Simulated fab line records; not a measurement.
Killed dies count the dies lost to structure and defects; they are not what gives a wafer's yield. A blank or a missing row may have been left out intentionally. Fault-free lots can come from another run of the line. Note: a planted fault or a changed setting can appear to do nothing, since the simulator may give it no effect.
Which tool was responsible? -- flow nand harc -- Sampling: 15 lots, 43 wafers, 5 of 1159 route steps

== WHAT THE GAUGES READ, wafer by wafer ==
NHARC_A_WL_FILL_INSPECT_15.
lot,measured,on,raw defect count
L251,day 17 00:02,defect inspect-02,275 346 387
L252,day 17 00:07,defect inspect-01,408 586 591
L250,day 17 04:23,defect inspect-02,250 381 366
L256,day 18 01:32,defect inspect-02,436 359 429
L255,day 18 17:13,defect inspect-01,335 320 420
L259,day 19 01:53,defect inspect-02,457 435
L262,day 19 11:35,defect inspect-01,583 382 437
L264,day 19 11:56,defect inspect-02,414 284
L266,day 19 21:34,defect inspect-02,372 355 482
L263,day 19 23:19,defect inspect-01,515 485 371
L267,day 20 12:10,defect inspect-01,434 580 422
L271,day 21 09:41,defect inspect-02,430 314 306
L269,day 21 14:01,defect inspect-01,295 293 261
L270,day 21 16:50,defect inspect-01,405 574 530
L272,day 22 00:39,defect inspect-01,769 753 452

NHARC_A_CONTACT_OVL_MEAS_43.
lot,measured,on,overlay x nm (nm),overlay y nm (nm)
L251,day 17 03:44,overlay-02,0.4 0.3 0.3,1.0 1.0 2.3
L252,day 17 03:54,overlay-01,0.8 0.4 0.6,-0.3 0.3 0.3
L250,day 17 08:44,overlay-01,0.4 0.8 0.5,-0.8 -1.1 -0.4
L256,day 18 08:02,overlay-02,1.0 1.0 0.8,0.2 0.0 0.3
L255,day 18 21:04,overlay-01,-0.4 0.2 -0.2,0.0 -0.5 -0.3
L259,day 19 05:38,overlay-02,1.2 1.1,1.7 1.5
L262,day 19 16:10,overlay-01,-1.4 -1.2 -1.6,-0.8 -0.9 -1.3
L264,day 19 16:57,overlay-02,-1.1 -0.7,0.6 1.2
L266,day 20 01:09,overlay-01,0.7 0.2 0.7,0.4 0.8 0.4
L263,day 20 04:15,overlay-02,-0.8 -0.2 -0.8,1.4 1.3 1.1
L267,day 20 20:46,overlay-02,0.8 0.8 1.0,0.5 0.2 0.6
L271,day 21 13:34,overlay-01,0.2 0.0 0.2,-0.5 0.3 0.2
L269,day 21 19:28,overlay-02,0.4 0.6 0.5,-1.0 -1.4 -1.0
L270,day 21 21:25,overlay-01,-0.2 -0.1 0.1,-0.1 0.0 0.5
L272,day 22 05:35,overlay-01,-1.1 -1.2 -1.1,-0.3 -0.6 -0.4

NHARC_END_SORT_01.
lot,measured,on,killed at array,killed at other,killed at periphery,killed dies,killed open,killed short
L251,day 20 11:52,prober-02,17 21 23,1 0 0,8 9 9,26 30 32,2 3 5,0 0 1
L252,day 20 16:45,prober-01,15 23 14,0 0 1,4 3 4,19 26 19,2 3 2,3 1 3
L250,day 20 17:59,prober-02,16 25 24,0 0 0,6 6 3,22 31 27,4 6 3,2 3 2
L256,day 21 06:40,prober-02,22 26 23,2 1 1,2 3 1,26 30 25,4 6 2,2 2 4
L255,day 21 21:05,prober-02,18 18 11,0 0 0,4 0 2,22 18 13,4 5 3,2 1 3
L259,day 22 03:38,prober-02,20 27,0 0,7 8,27 35,0 6,2 1
L262,day 22 11:24,prober-01,17 31 24,0 0 1,4 5 4,21 36 29,3 0 4,1 2 2
L266,day 23 19:26,prober-02,34 37 37,0 0 0,2 8 2,36 45 39,7 5 4,1 3 5
L263,day 24 01:24,prober-01,35 41 39,3 1 3,1 2 1,39 44 43,3 6 1,1 0 2
L267,day 23 17:34,prober-01,48 44 48,0 0 0,4 2 1,52 46 49,3 2 1,2 1 4
L271,day 24 10:56,prober-02,31 34 22,0 3 0,3 1 6,34 38 28,4 3 6,0 5 4
L269,day 24 17:08,prober-01,45 32 31,0 0 0,3 1 4,48 33 35,4 0 3,1 1 1
L270,day 24 22:44,prober-02,50 33 57,1 3 2,2 3 2,53 39 61,3 2 5,2 3 1
L272,day 25 00:58,prober-01,28 46 39,2 0 2,5 1 3,35 47 44,6 2 5,3 3 1

== EACH LOT AND THE TOOL THAT RAN IT (in order: tool; ch and the chambers of the sampled wafers; start) ==
lot,NHARC_A_WL_FILL_ALD_19,NHARC_A_CONTACT_SOFTBAKE_37
L251,"ald metal-01 ch 1,2, day 16 13:02","litho track-01 ch 0, day 17 03:00"
L252,"ald metal-03 ch 0,1,2, day 16 13:02","litho track-06 ch 0, day 17 03:00"
L250,"ald metal-04 ch 1,2, day 16 13:10","litho track-06 ch 0, day 17 08:00"
L256,"ald metal-04 ch 1,2,3, day 16 22:55","litho track-04 ch 0, day 18 07:00"
L255,"ald metal-03 ch 0,1, day 18 06:17","litho track-04 ch 0, day 18 20:00"
L259,"ald metal-04 ch 0,2, day 18 20:10","litho track-04 ch 0, day 19 05:00"
L262,"ald metal-01 ch 1,2, day 19 03:02","litho track-04 ch 0, day 19 15:00"
L264,"ald metal-04 ch 0,3, day 19 03:08","litho track-04 ch 0, day 19 16:00"
L266,"ald metal-04 ch 0,1,2, day 19 09:46","litho track-01 ch 0, day 20 00:00"
L263,"ald metal-03 ch 0,2,3, day 19 12:53","litho track-01 ch 0, day 20 03:00"
L267,"ald metal-04 ch 0,3, day 20 06:05","litho track-06 ch 0, day 20 20:00"
L271,"ald metal-04 ch 0,1,3, day 20 23:42","litho track-01 ch 0, day 21 13:00"
L269,"ald metal-03 ch 0,1,2, day 20 23:42","litho track-01 ch 0, day 21 18:00"
L270,"ald metal-01 ch 0,1,3, day 20 23:42","litho track-01 ch 0, day 21 21:00"
L272,"ald metal-03 ch 0,1,2, day 21 17:26","litho track-06 ch 0, day 22 05:00"
- NHARC_A_WL_FILL_ALD_19: deposits TiN, target thk 2 nm, pulse time 3 s, ald cycles 100.
- NHARC_A_CONTACT_SOFTBAKE_37: time 55 s.

== WHAT THE TOOLS THEMSELVES READ (means of the sampled wafers that have a number; where no wafer has one, the mark that the record gives instead) ==
NHARC_A_WL_FILL_ALD_19.
lot,tool,heater power w (W),precursor pulse height rel
L251,ald metal-01,944,0.981
L252,ald metal-03,1061,0.996
L250,ald metal-04,977,0.992
L256,ald metal-04,1058,0.998
L255,ald metal-03,1029,0.998
L259,ald metal-04,1030,1.006
L262,ald metal-01,941,0.994
L264,ald metal-04,1153,1.006
L266,ald metal-04,1047,0.988
L263,ald metal-03,985,0.989
L267,ald metal-04,1107,0.998
L271,ald metal-04,1111,0.973
L269,ald metal-03,1054,0.993
L270,ald metal-01,1023,1.013
L272,ald metal-03,1077,1.008

NHARC_A_CONTACT_SOFTBAKE_37.
lot,tool,heater power total W (W)
L251,litho track-01,188.55
L252,litho track-06,188.56
L250,litho track-06,188.41
L256,litho track-04,188.51
L255,litho track-04,188.36
L259,litho track-04,192.07
L262,litho track-04,190.88
L264,litho track-04,195.79
L266,litho track-01,188.43
L263,litho track-01,188.55
L267,litho track-06,188.36
L271,litho track-01,188.50
L269,litho track-01,188.29
L270,litho track-01,188.47
L272,litho track-06,188.43

== THE ANSWER, worked out from the rows above alone ==
Rule: the usual values come from the lots themselves. Put in order of their means at a reading, lots are off if they are a third of the lots or fewer, leave a main group of 4 or more, and stand apart from it by a gap of 3 or more times the standard deviation of the main group's means; of several such gaps the widest counts. A main group whose means are all the same, to the digits that the tables above print for the reading, isn't used. Also off: a lot with no number at a reading for which 4 or more lots have one. All remaining lots with rows at the step are treated as sound. The gauges are gone through in route order, then the tools' own readings, and for those a lot's mean is taken as printed above. The first step at which some lot is off is used, and at that step the reading that is off furthest; a lot without a number counts as furthest.
Off at NHARC_A_CONTACT_SOFTBAKE_37 (heater power total W): L259, L262, L264. Mean 188.45 W and standard deviation 0.083 in the main group.
A tool fits if, at that step or a process step before it, it ran every lot that is off, and no sound lot after the first of them. One fits: litho track-04 at NHARC_A_CONTACT_SOFTBAKE_37. A fault onset in the window from L255 (day 18 20:00, its last sound lot) to L259 (day 19 05:00, its first lot off) fits.
On the lots that are off, the tool's own readings at NHARC_A_CONTACT_SOFTBAKE_37 differ by more than 5 times the standard deviation of the sound lots' means, which bears it out; heater power total W reads 192.91 W there versus 188.45 W on the sound lots.

== WHAT THE SIMULATOR PUT IN ==
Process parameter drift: litho track-04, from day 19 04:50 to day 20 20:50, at NHARC_A_CONTACT_SOFTBAKE_37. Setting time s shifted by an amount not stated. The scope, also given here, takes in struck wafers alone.
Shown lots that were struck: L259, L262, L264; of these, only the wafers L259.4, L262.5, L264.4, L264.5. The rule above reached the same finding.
